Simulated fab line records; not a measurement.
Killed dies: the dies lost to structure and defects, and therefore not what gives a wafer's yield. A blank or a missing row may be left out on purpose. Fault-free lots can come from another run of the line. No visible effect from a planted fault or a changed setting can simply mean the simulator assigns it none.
fab line records | flow n5-finfet
record: lots: 10 | wafers: 27 | last-day: 19
route steps=1938 shown HKMG_FIN@456 GATE_CUT@465 BEOL_M4@1111 PASSIVATION@1936
lots with no fault: from the same line, run without faults
start-h: the number of hours between the record's first day and the start of the first shown wafer of the lot | wait-h: hours from the lot's prior step to this one | " unchanged from the row above | L1.1+2: a row that stands for several wafers | - either no value or no given start | * or withheld: withheld | < > ~ a bound
route shown NAME@n: names a module that has steps shown in the file, with the first one's number in the route | usual: average and standard deviation across the fault-free wafers | same: alike in all rows | chamber/n: place in a boat | sites: readings site by site | _std_site: their standard deviation | _edge_site: outer sites' mean less inner sites' | radius-mm: for every site, how far away it sits from the centre of the wafer | mask NAME#n: copy n | behind: the last tool/chamber to shape the wafer | hold: why the lot went on hold/how many hours it stayed there/how the hold came to an end | device: the transistor (n, p or np) that didn't switch | end of line: the tests these same wafers got at the end of their route | where a step has no rows: the recipe by itself | killed: dies that structure and defects cost at the first sort, which is not the same as the wafer's yield | map: dies across one wafer; x = killed, . = not, _ = none there
set.NAME: the setting that was run; set.NAME@STEP: the one run at that earlier step | model.NAME: the simulator's own value behind a step, which no gauge read
the route's steps for a sample of lots (tables are steps, rows are wafers)
services: the hour from which a tool's chamber was out of use, counted from the record's first day as start-h (under 0 if before that day), plus the number of hours and why
== steps ==
step: N5_HKMG_FIN_ALD_21
recipe: material: TiN | target-thk-a: 15 | temp-c: 400 | ald-precursor-family: TiCl4 | ald-co-reactant: NH3 | pulse-time-s: 1 | purge-time-s: 3 | co-reactant-purge-time-s: 2 | co-reactant-pulse-time-s: 2 | ald-cycles: 68 | pressure-torr: 3
usual: heater-power-outer-w: 536/53 | heater-power-w: 865/72 | precursor-pulse-height-rel: 1.000/0.02
lot.wafer | tool         | chamber | start-h | wait-h | heater-power-outer-w | heater-power-w | precursor-pulse-height-rel | since-wet-clean-h
L582.2    | ald-metal-03 | 0       | 77.79   | 0.3    | 489                  | 799            | 1.007                      | 1279
L582.3    | "            | 1       | "       | "      | 558                  | 899            | 1.006                      | 1279
L582.6    | "            | 3       | "       | "      | 537                  | 853            | 1.005                      | -
L585.1    | ald-metal-03 | 2       | 97.58   | 0.3    | 564                  | 894            | 0.987                      | 1299
L585.5    | "            | 2       | "       | "      | 550                  | 911            | 1.021                      | -
L585.6    | "            | 3       | "       | "      | 539                  | 871            | 0.969                      | -
L590.1    | ald-metal-01 | 3       | 128.85  | 0.3    | 597                  | 892            | 0.984                      | 5946
L590.2    | "            | 0       | "       | "      | 563                  | 958            | 1.011                      | 5946
L590.5    | "            | 0       | "       | "      | 579                  | 962            | 1.038                      | -
L597.1    | ald-metal-01 | 2       | 184.52  | 0.3    | 519                  | 866            | 0.974                      | 6001
L597.2    | "            | 0       | "       | "      | 574                  | 944            | 1.002                      | 6001
L597.3    | "            | 1       | "       | "      | 415                  | 691            | 0.985                      | 6001
L598.3    | ald-metal-03 | 1       | 184.71  | 0.1    | 574                  | 918            | 1.017                      | 1386
L598.4    | "            | 0       | "       | "      | 476                  | 788            | 0.992                      | 1386
L598.6    | "            | 3       | "       | "      | 531                  | 854            | 1.025                      | -
L601.1    | ald-metal-03 | 0       | 211.54  | 0.3    | 477                  | 785            | 0.989                      | 1413
L601.5    | "            | 0       | "       | "      | 467                  | 795            | 1.020                      | -
L599.2    | ald-metal-03 | 1       | 216.10  | 0.3    | 563                  | 905            | 0.991                      | 1417
L599.4    | "            | 0       | "       | "      | 474                  | 788            | 1.015                      | 1417
L603.2    | ald-metal-03 | 1       | 220.24  | 0.3    | 564                  | 907            | 1.019                      | 1422
L603.3    | "            | 2       | "       | "      | 567                  | 900            | 0.990                      | 1422
L603.4    | "            | 3       | "       | "      | 538                  | 847            | 1.015                      | 1422
L600.4    | ald-metal-01 | 3       | 220.54  | 0.1    | 584                  | 884            | 1.038                      | 6037
L600.5    | "            | 3       | "       | "      | 607                  | 909            | 1.000                      | -
L600.6    | "            | 0       | "       | "      | 594                  | 943            | 1.034                      | -
L604.1    | ald-metal-04 | 3       | 222.75  | 0.3    | 494                  | 843            | 0.998                      | 2963
L604.3    | "            | 2       | "       | "      | 541                  | 914            | 1.019                      | 2963
step: N5_HKMG_FIN_ALD_72
recipe: material: W | target-thk-a: 20 | temp-c: 300 | pressure-torr: 7.5 | ald-precursor-family: WF6 | ald-co-reactant: B2H6 | pulse-time-s: 1 | purge-time-s: 2 | co-reactant-purge-time-s: 2 | co-reactant-pulse-time-s: 3 | ald-cycles: 7
usual: heater-power-outer-w: 280/32 | heater-power-w: 501/64 | precursor-pulse-height-rel: 1.000/0.02
lot.wafer | tool     | chamber | start-h | wait-h | heater-power-outer-w | heater-power-w | precursor-pulse-height-rel | since-wet-clean-h
L582.2    | cvd-w-01 | 1       | 78.15   | 0.2    | 228                  | 399            | 0.970                      | 246
L582.3    | "        | 1       | "       | "      | 229                  | 406            | 0.985                      | -
L582.6    | "        | 0       | "       | "      | 243                  | 439            | 1.023                      | -
L585.1    | cvd-w-02 | 0       | 97.94   | 0.2    | 288                  | 491            | 0.979                      | 780
L585.5    | "        | 1       | "       | "      | 309                  | 582            | 0.989                      | -
L585.6    | "        | 0       | "       | "      | 294                  | 491            | 1.016                      | -
L590.1    | cvd-w-02 | 1       | 129.21  | 0.2    | 302                  | 584            | 1.010                      | 811
L590.2    | "        | 1       | "       | "      | 308                  | 579            | 1.012                      | -
L590.5    | "        | 1       | "       | "      | 314                  | 588            | 1.005                      | -
L597.1    | cvd-w-02 | 0       | 184.88  | 0.2    | 308                  | 486            | 1.025                      | 867
L597.2    | "        | 1       | "       | "      | 313                  | 574            | 1.030                      | 867
L597.3    | "        | 1       | "       | "      | 320                  | 572            | 1.012                      | -
L598.3    | cvd-w-01 | 0       | 185.09  | 0.2    | 243                  | 456            | 0.982                      | -
L598.4    | "        | 1       | "       | "      | 232                  | 399            | 0.997                      | -
L598.6    | "        | 1       | "       | "      | 226                  | 396            | 0.994                      | -
L601.1    | cvd-w-02 | 1       | 211.90  | 0.2    | 312                  | 572            | 0.990                      | 894
L601.5    | "        | 1       | "       | "      | 307                  | 587            | 0.971                      | -
L599.2    | cvd-w-01 | 0       | 216.47  | 0.2    | 244                  | 459            | 1.001                      | 384
L599.4    | "        | 1       | "       | "      | 231                  | 406            | 1.016                      | -
L603.2    | cvd-w-01 | 1       | 220.60  | 0.2    | 227                  | 407            | 0.994                      | 388
L603.3    | "        | 1       | "       | "      | 230                  | 408            | 1.026                      | -
L603.4    | "        | 0       | "       | "      | 243                  | 450            | 0.992                      | -
L600.4    | cvd-w-02 | 1       | 220.93  | 0.2    | 314                  | 574            | 0.975                      | -
L600.5    | "        | 0       | "       | "      | 297                  | 485            | 1.002                      | -
L600.6    | "        | 1       | "       | "      | 314                  | 580            | 0.991                      | -
L604.1    | cvd-w-01 | 0       | 223.12  | 0.2    | 244                  | 462            | 1.002                      | 391
L604.3    | "        | 0       | "       | "      | 237                  | 461            | 1.033                      | -
step: N5_HKMG_FIN_CMP_23
recipe: stop-on: SiNx | t-overpolish-s: 10 | post-cmp-clean: rinse-only | down-force-psi: 4 | platen-rpm: 50.289 | pad-velocity-m-s: 1.0006 | target-thk-nm: 46.326
usual: edge-zone-pressure-frac: 1.000/0.0051 | head-pressure-psi: 3.999/0.0089 | motor-current-A: 12.0/1.1 | overpolish-run-s: 10.00/0.051 | slurry-filter-dp-kPa: 13.49/0.14 | time-to-endpoint-s: 12.0/2.2
lot.wafer | tool   | chamber | start-h | wait-h | edge-zone-pressure-frac | head-pressure-psi | motor-current-A | overpolish-run-s | slurry-filter-dp-kPa | time-to-endpoint-s
L582.2    | cmp-02 | 1       | 78.40   | 0.1    | 1.002                   | 4.008             | 11.2            | 10.01            | 13.29                | 8.9
L582.3    | "      | 2       | "       | "      | 0.998                   | 3.997             | 12.1            | 10.01            | 13.46                | 15.4
L582.6    | "      | 1       | "       | "      | 0.999                   | 3.988             | 10.9            | 10.00            | 13.35                | 11.8
L585.1    | cmp-02 | 1       | 98.27   | 0.2    | 1.008                   | 4.012             | 11.2            | 9.99             | 13.38                | 11.2
L585.6    | "      | 3       | "       | "      | 1.005                   | 4.002             | 12.1            | 10.00            | 13.52                | 14.9
L585.5    | "      | 0       | "       | "      | 0.996                   | 3.993             | 12.8            | 10.00            | 13.44                | 11.4
L590.2    | cmp-02 | 0       | 129.55  | 0.1    | 0.996                   | 4.007             | 12.8            | 10.00            | 13.24                | 11.1
L590.1    | "      | 2       | "       | "      | 1.009                   | 3.998             | 12.8            | 9.99             | 13.41                | 12.4
L590.5    | "      | 3       | "       | "      | 1.014                   | 4.001             | 11.3            | 10.01            | 13.56                | 15.2
L597.1    | cmp-02 | 0       | 185.05  | 0.0    | -                       | -                 | -               | -                | -                    | -
L597.2    | "      | 2       | "       | "      | -                       | -                 | -               | -                | -                    | -
L597.3    | "      | 3       | "       | "      | -                       | -                 | -               | -                | -                    | -
L598.3    | cmp-04 | 0       | 185.33  | 0.1    | -                       | -                 | -               | -                | -                    | -
L598.4    | "      | 2       | "       | "      | -                       | -                 | -               | -                | -                    | -
L598.6    | "      | 0       | "       | "      | -                       | -                 | -               | -                | -                    | -
L601.1    | cmp-04 | 0       | 212.33  | 0.3    | 1.002                   | 3.984             | 11.6            | 10.01            | 13.51                | 12.3
L601.5    | "      | 3       | "       | "      | 0.994                   | 3.997             | 12.8            | 9.99             | 13.61                | 12.7
L599.2    | cmp-04 | 1       | 216.72  | 0.1    | 1.003                   | 3.993             | 13.6            | 9.98             | 13.30                | 12.4
L599.4    | "      | 2       | "       | "      | 1.005                   | 3.998             | 13.8            | 10.01            | 13.37                | 9.6
L603.3    | cmp-01 | 3       | 220.77  | 0.0    | 0.997                   | 3.994             | 12.8            | 9.99             | 13.69                | 13.6
L603.4    | "      | 0       | "       | "      | 1.005                   | 4.001             | 9.7             | 10.01            | 13.47                | 13.3
L603.2    | "      | 1       | "       | "      | 1.002                   | 3.997             | 12.0            | 9.99             | 13.62                | 15.8
L600.4    | cmp-02 | 1       | 221.32  | 0.3    | 1.005                   | 3.998             | 10.7            | 10.01            | 13.39                | 12.2
L600.5    | "      | 2       | "       | "      | 1.003                   | 4.004             | 11.8            | 9.99             | 13.46                | 12.5
L600.6    | "      | 3       | "       | "      | 1.006                   | 3.981             | 11.8            | 10.01            | 13.76                | 14.3
L604.3    | cmp-02 | 3       | 223.29  | 0.0    | 0.986                   | 4.000             | 11.1            | 9.99             | 13.47                | 14.5
L604.1    | "      | 1       | "       | "      | 0.997                   | 3.992             | 10.9            | 10.00            | 13.54                | 9.4
step: N5_GATE_CUT_ETCHBACK_00
recipe: chemistry: SF6/Cl2 | target: W | pressure-mtorr: 8 | icp-w: 900 | bias-w: 80 | SF6_flow_sccm: 40 | Cl2_flow_sccm: 60
usual: drypump-motor-current-A: 5.4/0.35 | oes-product-au: 0.78/0.098 | throttle-valve-pct: 27.7/0.32
lot.wafer | tool         | chamber | start-h | wait-h | drypump-motor-current-A | oes-product-au | rf-hours-counter-h | throttle-valve-pct
L582.2    | rie-metal-02 | 0       | 79.07   | 0.0    | 5.2                     | 1.02           | 0                  | 27.1
L582.3    | "            | 0       | "       | "      | 5.2                     | 1.03           | -                  | 27.1
L582.6    | "            | 1       | "       | "      | 5.2                     | 0.65           | -                  | 27.8
L585.1    | rie-metal-01 | 1       | 98.85   | 0.0    | 6.0                     | 0.71           | 77                 | 28.1
L585.5    | "            | 1       | "       | "      | 6.0                     | 0.71           | -                  | 28.1
L585.6    | "            | 0       | "       | "      | 5.1                     | 0.83           | -                  | 27.6
L590.1    | rie-metal-03 | 1       | 130.22  | 0.0    | 5.7                     | 0.86           | 15                 | 27.8
L590.2    | "            | 0       | "       | "      | 5.1                     | 0.72           | 73                 | 27.4
L590.5    | "            | 1       | "       | "      | 5.7                     | 0.86           | -                  | 27.8
L601.1    | rie-metal-03 | 0       | 212.92  | 0.0    | 5.1                     | 0.69           | 81                 | 27.5
L601.5    | "            | 1       | "       | "      | 5.7                     | 0.84           | -                  | 27.8
L599.2    | rie-metal-01 | 1       | 217.38  | 0.0    | 6.0                     | 0.68           | 89                 | 28.1
L599.4    | "            | 0       | "       | "      | 5.1                     | 0.80           | -                  | 27.6
L603.2    | rie-metal-01 | 0       | 221.52  | 0.0    | 5.1                     | 0.80           | 36                 | 27.6
L603.3    | "            | 1       | "       | "      | 6.0                     | 0.69           | -                  | 28.2
L603.4    | "            | 0       | "       | "      | 5.1                     | 0.80           | -                  | 27.6
L600.4    | rie-metal-03 | 0       | 221.86  | 0.1    | 5.1                     | 0.69           | -                  | 27.4
L600.5    | "            | 0       | "       | "      | 5.1                     | 0.71           | -                  | 27.4
L600.6    | "            | 1       | "       | "      | 5.7                     | 0.84           | -                  | 27.8
L604.1    | rie-metal-02 | 1       | 224.03  | 0.0    | 5.1                     | 0.63           | 119                | 27.9
L604.3    | "            | 1       | "       | "      | 5.2                     | 0.63           | -                  | 27.9
step: N5_BEOL_M4_RC_MEAS_101
usual: DIBL_N: 37.2/2.1 | DIBL_P: 37.3/2.3 | IOFF_N: 0.18/0.041 | IOFF_P: 0.24/0.042 | ION_N: 680/13 | ION_P: 466/7.7 | SS_N: 71.8/0.68 | SS_P: 73.5/0.66 | VT_N: 249/3.6 | VT_P: -248/3.4
lot.wafer | tool      | chamber | start-h | wait-h | DIBL_N[mV/V] | DIBL_P[mV/V] | IOFF_N[nA/um] | IOFF_P[nA/um] | ION_N[uA/um] | ION_P[uA/um] | SS_N[mV/dec] | SS_P[mV/dec] | VT_N[mV] | VT_P[mV]
L582.2    | prober-02 | 0       | 176.10  | 0.2    | 36.9         | 36.3         | 0.16          | 0.22          | 673          | 467          | 71.0         | 72.9         | 248      | -250
L582.3    | "         | 0       | "       | "      | 36.9         | 36.9         | 0.16          | 0.22          | 670          | 467          | 71.6         | 73.0         | 247      | -248
L582.6    | "         | 0       | "       | "      | 37.2         | 37.8         | 0.18          | 0.23          | 678          | 466          | 71.7         | 73.3         | 249      | -248
L585.1    | prober-01 | 0       | 193.23  | 0.0    | 39.2         | 39.5         | 0.23          | 0.27          | 705          | 473          | 71.8         | 74.0         | 243      | -247
L585.5    | "         | 0       | "       | "      | 38.1         | 37.7         | 0.19          | 0.23          | 689          | 468          | 72.9         | 73.8         | 248      | -252
L585.6    | "         | 0       | "       | "      | 39.9         | 41.7         | 0.27          | 0.32          | 712          | 482          | 72.1         | 74.1         | 242      | -243
L590.1    | prober-01 | 0       | 211.60  | 0.0    | 34.2         | 34.9         | 0.13          | 0.18          | 669          | 460          | 71.1         | 72.9         | 252      | -253
L590.2    | "         | 0       | "       | "      | 36.8         | 37.7         | 0.17          | 0.24          | 677          | 465          | 71.3         | 73.5         | 246      | -247
L590.5    | "         | 0       | "       | "      | 38.3         | 39.7         | 0.22          | 0.27          | 696          | 475          | 72.6         | 73.5         | 242      | -247
L599.2    | prober-01 | 0       | 305.43  | 0.2    | 39.4         | 40.3         | 0.22          | 0.30          | 684          | 479          | 73.5         | 74.3         | 247      | -246
L599.4    | "         | 0       | "       | "      | 39.5         | 40.7         | 0.21          | 0.31          | 675          | 470          | 72.4         | 74.2         | 250      | -244
L601.1    | prober-01 | 0       | 308.36  | 0.4    | 37.3         | 36.5         | 0.15          | 0.20          | 673          | 461          | 71.4         | 73.8         | 254      | -255
L601.5    | "         | 0       | "       | "      | 39.4         | 38.5         | 0.18          | 0.23          | 673          | 456          | 72.3         | 74.2         | 254      | -252
L600.4    | prober-01 | 0       | 316.76  | 0.5    | 36.4         | 38.7         | 0.18          | 0.25          | 686          | 472          | 72.6         | 73.6         | 246      | -246
L600.5    | "         | 0       | "       | "      | 36.9         | 39.7         | 0.18          | 0.26          | 690          | 480          | 72.1         | 73.6         | 247      | -245
L600.6    | "         | 0       | "       | "      | 35.1         | 37.1         | 0.15          | 0.23          | 674          | 469          | 72.0         | 73.0         | 250      | -249
L604.1    | prober-01 | 0       | 332.36  | 0.0    | 33.0         | 34.6         | 0.12          | 0.19          | 675          | 472          | 70.5         | 72.3         | 250      | -252
L604.3    | "         | 0       | "       | "      | 34.9         | 36.7         | 0.14          | 0.23          | 666          | 466          | 71.6         | 72.7         | 252      | -248
L603.2    | prober-02 | 0       | 333.30  | 0.2    | 35.5         | 36.1         | 0.15          | 0.19          | 678          | 459          | 71.7         | 73.9         | 251      | -252
L603.3    | "         | 0       | "       | "      | 36.6         | 37.3         | 0.17          | 0.22          | 667          | 457          | 71.9         | 74.1         | 248      | -249
L603.4    | "         | 0       | "       | "      | 38.1         | 39.4         | 0.23          | 0.26          | 704          | 473          | 72.0         | 74.4         | 242      | -248
step: N5_PASSIVATION_PROBE_49
usual: defect-limited-yield: 91.0/1.6 | killed_at_M0_to_M3: 35/11 | killed_at_M4_up: 14/5.3 | killed-at-contacts: 13/6.7 | killed-at-front-end: 41/12 | killed-at-other: 3.9/2.7 | killed-dies: 106/19 | killed-on-rim: 14/4 | killed-open: 70/14 | killed-short: 35/8.8 | sort_bin_4_leakage: 0.01/0.058 | sort_bin_5_function: 5.3/1 | sort_bin_6_memory: 3.3/0.81 | sort-n-pass: 1073/19 | sort-yield-pct: 91.0/1.6
same: gross-dies: 1180 | killed-at-back-side: 0 | sort_bin_8_speed[%]: 0
lot.wafer | tool      | chamber | start-h | wait-h | defect-limited-yield[%] | killed_at_M0_to_M3 | killed_at_M4_up | killed-at-contacts | killed-at-front-end | killed-at-other | killed-dies | killed-on-rim | killed-open | killed-short | sort_bin_4_leakage[%] | sort_bin_5_function[%] | sort_bin_6_memory[%] | sort-n-pass | sort-yield-pct[%]
L597.1    | prober-02 | -       | 369.64  | 0.0    | 0                       | 37                 | 19              | 16                 | 1106                | 2               | 1180        | 152           | 66          | 33           | 0                     | 5.1                    | 3.1                  | 0           | 0
L597.2    | prober-02 | -       | 369.69  | 0.1    | 0                       | 18                 | 22              | 1                  | 1139                | 0               | 1180        | 152           | 50          | 18           | 0                     | 3.7                    | 1.9                  | 0           | 0
L597.3    | prober-02 | -       | 369.74  | 0.1    | 0                       | 18                 | 8               | 16                 | 1137                | 1               | 1180        | 152           | 57          | 29           | 0                     | 4.0                    | 3.4                  | 0           | 0
L598.3    | prober-01 | -       | 387.78  | 0.1    | 0                       | 23                 | 21              | 11                 | 1120                | 5               | 1180        | 152           | 64          | 23           | 0                     | 4.2                    | 3.0                  | 0           | 0
L598.4    | prober-01 | -       | 387.83  | 0.2    | 0                       | 41                 | 16              | 15                 | 1096                | 12              | 1180        | 152           | 83          | 29           | 0                     | 5.3                    | 4.1                  | 0           | 0
L598.6    | prober-01 | -       | 387.93  | 0.3    | 0                       | 19                 | 5               | 15                 | 1137                | 4               | 1180        | 152           | 61          | 21           | 0                     | 3.7                    | 2.9                  | 0           | 0
killed by level:class
L597.1 HKMG_FIN:area-cmp=1081 MOL_CONTACT_COAG:geometric-particle:open=14 BEOL_M0_SAQP:geometric-particle:short=11 BEOL_M4:geometric-particle:open=9 BEOL_M0_SAQP:geometric-particle:open=8 STI_FIN_REVEAL:geometric-particle:open=7 BEOL_M1:geometric-particle:open=7 BEOL_M1:geometric-particle:short=5
L597.2 HKMG_FIN:area-cmp=1112 BEOL_M4:geometric-particle:open=9 BEOL_M0_SAQP:geometric-particle:open=8 BEOL_M0_SAQP:geometric-particle:short=7 FIN_SAQP:geometric-particle:open=5 STI_FIN_REVEAL:geometric-particle:open=5 BEOL_M5:geometric-particle:open=3 BEOL_M4:geometric-particle:short=3
L597.3 HKMG_FIN:area-cmp=1093 MOL_CONTACT_COAG:geometric-particle:open=13 FIN_SAQP:geometric-particle:open=11 FIN_SAQP:geometric-particle:short=9 BEOL_M1:geometric-particle:open=6 STI_FIN_REVEAL:geometric-particle:open=5 BEOL_M0_SAQP:geometric-particle:short=4 STI_FIN_REVEAL:geometric-particle:short=3
L598.3 HKMG_FIN:area-cmp=1093 BEOL_M0_SAQP:geometric-particle:open=11 BEOL_M4:geometric-particle:open=10 MOL_CONTACT_COAG:geometric-particle:open=9 STI_FIN_REVEAL:geometric-particle:open=7 FIN_SAQP:geometric-particle:short=4 ILD0:geometric-particle:short=4 BEOL_M0_SAQP:geometric-particle:short=4
L598.4 HKMG_FIN:area-cmp=1067 MOL_CONTACT_COAG:geometric-particle:open=14 BEOL_M0_SAQP:geometric-particle:open=10 BEOL_M1:geometric-particle:open=9 BEOL_M0_SAQP:geometric-particle:short=8 BEOL_M4:geometric-particle:open=6 FIN_SAQP:geometric-particle:open=5 STI_FIN_REVEAL:geometric-particle:open=5
L598.6 HKMG_FIN:area-cmp=1098 MOL_CONTACT_COAG:geometric-particle:open=13 STI_FIN_REVEAL:geometric-particle:open=11 FIN_SAQP:geometric-particle:open=6 DUMMY_GATE:geometric-particle:open=5 GATE_CUT:geometric-particle:short=5 BEOL_M0_SAQP:geometric-particle:short=5 BEOL_M1:geometric-particle:open=5
== services ==
tool         | chamber | start-h | hours | kind
rie-metal-02 | 0       | 59.95   | -     | clean
rie-metal-02 | 0       | 59.95   | 17.9  | scheduled-down
rie-metal-02 | 0       | 59.95   | 17.9  | vent-cycle
ald-metal-01 | -       | 77.76   | 0.9   | repair
cmp-01       | -       | 80.08   | 0.5   | repair
rie-metal-03 | 0       | 81.65   | 3.5   | repair
cvd-w-02     | -       | 115.56  | 0.7   | repair
cmp-01       | -       | 117.11  | 0.3   | repair
cmp-04       | -       | 121.77  | 4.0   | pm
cvd-w-02     | 0       | 123.43  | 7.9   | repair
cmp-04       | -       | 125.77  | -     | consumable-replace:conditioner
cmp-04       | -       | 125.77  | -     | consumable-replace:pad
rie-metal-02 | -       | 125.79  | 14.6  | pm
ald-metal-03 | 1       | 133.61  | 13.1  | repair
cmp-01       | -       | 133.97  | 1.9   | repair
ald-metal-03 | 0       | 139.45  | 19.2  | repair
cvd-w-01     | -       | 142.48  | 6.0   | pm
cvd-w-01     | -       | 152.24  | 0.8   | repair
cmp-04       | -       | 152.37  | 1.0   | repair
cvd-w-02     | -       | 161.15  | 3.8   | pm
cmp-01       | -       | 170.58  | 1.5   | repair
cmp-02       | -       | 185.74  | 1.9   | repair
cvd-w-02     | -       | 203.18  | 0.7   | repair
ald-metal-01 | -       | 205.13  | 8.7   | pm
== key ==
first-sign: step: N5_HKMG_FIN_CMP_23 | reading: tool-record | direction: missing
effect: step: N5_PASSIVATION_PROBE_49 | reading: killed-at-front-end | direction: up | sigmas: 88 | usual: 41 | struck: 1122
more-kills-born-at: N5_HKMG_FIN_CMP_23@cmp-02: 3286 | N5_HKMG_FIN_CMP_23@cmp-04: 3258
met-at N5_HKMG_FIN_CMP_23
struck-lots L597,L598
later-rows-left-out L597.1,L597.2,L597.3,L598.3,L598.4,L598.6
not-acting-at N5_HKMG_FIN_ALD_21,N5_HKMG_FIN_ALD_72,N5_GATE_CUT_ETCHBACK_00
onset-between 129.55 185.05
fault: kind: skipped-step-whole | tool: cmp-02,cmp-04 | chamber: - | onset-h: 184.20 | steps: N5_HKMG_FIN_CMP_23 | scope: struck-lots-only
later-rows-left-out: the simulator's readings of these wafers behind a module that went badly wrong aren't trusted and aren't shown, but for the sort
